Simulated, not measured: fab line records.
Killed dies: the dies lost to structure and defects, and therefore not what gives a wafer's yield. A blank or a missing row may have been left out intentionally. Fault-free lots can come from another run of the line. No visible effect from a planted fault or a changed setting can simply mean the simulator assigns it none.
Matching of chambers + flow n5Finfet + N5_BEOL_M7_ETCH_65 on rieDiel-05 has 4 sister chambers
The step etches SiARC in CF4, target depth 15.6 nm, time 26 s. 4 wafers are shown with their chamber, then 9 later ones without.

== EACH WAFER AND ITS CHAMBER ==
| wafer  | chamber | showerheadPlenumPTorr (Torr) |
|--------|---------|------------------------------|
| L083.4 | 1       | 2.14                         |
| L084.1 | 2       | 2.14                         |
| L084.3 | 0       | 2.06                         |
| L084.4 | 3       | 2.21                         |

== WAFERS WITH NO CHAMBER GIVEN ==
| wafer  | showerheadPlenumPTorr (Torr) |
|--------|------------------------------|
| L087.2 | 2.05                         |
| L087.5 | 2.14                         |
| L087.6 | 2.14                         |
| L089.1 | 2.13                         |
| L089.2 | 2.14                         |
| L089.6 | 2.05                         |
| L096.1 | 2.13                         |
| L096.5 | 2.13                         |
| L096.6 | 2.20                         |

== WHICH CHAMBER EACH ONE RAN IN ==
| wafer  | from the rows above     | in truth |
|--------|-------------------------|----------|
| L087.2 | 0                       | 0        |
| L087.5 | can't be placed: 1 or 2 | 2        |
| L087.6 | can't be placed: 1 or 2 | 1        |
| L089.1 | can't be placed: 1 or 2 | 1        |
| L089.2 | can't be placed: 1 or 2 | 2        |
| L089.6 | 0                       | 0        |
| L096.1 | can't be placed: 1 or 2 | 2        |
| L096.5 | can't be placed: 1 or 2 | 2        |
| L096.6 | 3                       | 3        |
Correct placement for 3 of the 9. Unplaceable from these rows: 6, with the true chamber sitting among the candidates in 6. Placed wrongly: 0.
How it was worked out, from the rows above alone: a wafer's distance from a chamber is the root of the sum, over the readings, of the square of ((its reading less the chamber's mean) divided by the reading's scatter). If the next closest chamber is less than 2 further off than the closest, the wafer can't be placed; otherwise it belongs to the closest. Each chamber's mean is taken over the wafers shown for it. The scatter: root of mean squared gap, hidden wafer to nearest shown wafer, with one shown wafer a chamber.
